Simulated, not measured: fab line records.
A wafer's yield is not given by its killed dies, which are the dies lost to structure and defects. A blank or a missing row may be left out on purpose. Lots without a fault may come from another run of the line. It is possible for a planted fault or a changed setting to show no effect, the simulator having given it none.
What tool caused it? ; flow n5 finfet ; 30 wafers from 10 lots sampled at 5 of the route's 1938 steps

== WHAT THE GAUGES READ, wafer by wafer ==
N5_BEOL_M7_INSPECT_58: inspects for defects (darkfield).
lot;measured;on;raw defect count
L515;day 9 22:10;defect inspect-02;89 75 60
L516;day 10 15:09;defect inspect-02;40 30 52
L521;day 11 08:47;defect inspect-02;67 36 35
L520;day 11 22:26;defect inspect-02;537 527 517
L524;day 12 01:18;defect inspect-02;509 546 475
L526;day 12 15:48;defect inspect-02;472 552 569
L525;day 12 17:05;defect inspect-01;45 59 75
L535;day 15 07:29;defect inspect-02;43 36 57
L537;day 15 11:10;defect inspect-01;59 50 94
L536;day 15 12:09;defect inspect-01;38 59 20

== WHICH TOOL RAN EACH LOT (tool, then ch and the chambers of the sampled wafers, then the start) ==
lot;N5_BEOL_M7_STRIP_80;N5_BEOL_M7_CURE_75;N5_BEOL_M7_PRE_CLEAN_45;N5_BEOL_M7_PRE_CLEAN_55
L515;rie diel-04 ch 0,1,2, day 9 19:32 or earlier;uv cure-02 ch 1, day 9 19:32;pvd sputter-03, day 9 20:08;pecvd-03 ch 0,1, day 9 22:01
L516;rie diel-04 ch 2,3, day 10 12:05 or earlier;uv cure-01 ch 2, day 10 12:05;pvd sputter-01, day 10 13:14;pecvd-03 ch 0,1, day 10 15:00
L521;rie diel-03 ch 2,3, day 11 05:02 or earlier;uv cure-03 ch 2, day 11 05:02;pvd sputter-03, day 11 05:23;pecvd-03 ch 1,2, day 11 08:40
L520;rie diel-03 ch 0,1,3, day 11 20:10 or earlier;uv cure-02 ch 2, day 11 20:10;pvd sputter-01, day 11 20:38;pecvd-03 ch 0,1,2, day 11 22:19
L524;rie diel-06 ch 0,1, day 11 23:13 or earlier;uv cure-01 ch 1, day 11 23:13;pvd sputter-02, day 11 23:37;pecvd-03 ch 1,2, day 12 01:11
L526;rie diel-03 ch 0,3, day 12 13:08 or earlier;uv cure-03 ch 1, day 12 13:08;pvd sputter-01, day 12 13:25;pecvd-03 ch 0,1,2, day 12 15:41
L525;rie diel-06 ch 1,2, day 12 13:14 or earlier;uv cure-01 ch 1, day 12 13:14;pvd sputter-03, day 12 13:47;pecvd-04 ch 1,2, day 12 16:58
L535;rie diel-04 ch 0,2,3, day 15 04:35 or earlier;uv cure-01 ch 1, day 15 04:35;pvd sputter-01, day 15 04:58;pecvd-04 ch 0,2, day 15 07:22
L537;rie diel-06 ch 0,1,3, day 15 07:22 or earlier;uv cure-03 ch 1, day 15 07:22;pvd sputter-02, day 15 07:47;pecvd-03 ch 0,1,2, day 15 11:04
L536;rie diel-06 ch 0,2, day 15 10:08 or earlier;uv cure-01 ch 0, day 15 10:08;pvd sputter-02, day 15 10:28;pecvd-03 ch 1,2, day 15 12:02
- N5_BEOL_M7_STRIP_80: strips in N2/H2, time 10 s.
- N5_BEOL_M7_CURE_75: cures SiCOH lowk, time 120 s.
- N5_BEOL_M7_PRE_CLEAN_45: time 30 s.
- N5_BEOL_M7_PRE_CLEAN_55: time 15 s.

== THE ANSWER, worked out from the rows above alone ==
Rule: what is usual is taken from the lots themselves. Put in order of their means at a reading, lots are off if they are a third of the lots or fewer, leave a main group of 4 or more, and stand apart from it by a gap of 3 or more times the standard deviation of the main group's means; of several such gaps the widest counts. The tables above print the reading to a certain number of digits; a main group whose means all agree to those digits is not used. A lot without any number at a reading at which 4 lots or more have one is off too. The other lots that the step has rows for count as sound.
Off: L520, L524, L526 (N5_BEOL_M7_INSPECT_58, raw defect count). The main group has a mean of 53 with a standard deviation of 13.
A tool fits if, at a process step before that reading, it ran every lot that is off, and no sound lot after the first of them. Gauges at N5_BEOL_M7_INSPECT_58: tried the same way as those tools. With no start given for some of its lots, N5_BEOL_M7_STRIP_80 uses the hours and lot order of N5_BEOL_M7_CURE_75. Of those tried, none fits.

== WHAT HAD BEEN PUT IN BY THE SIMULATOR ==
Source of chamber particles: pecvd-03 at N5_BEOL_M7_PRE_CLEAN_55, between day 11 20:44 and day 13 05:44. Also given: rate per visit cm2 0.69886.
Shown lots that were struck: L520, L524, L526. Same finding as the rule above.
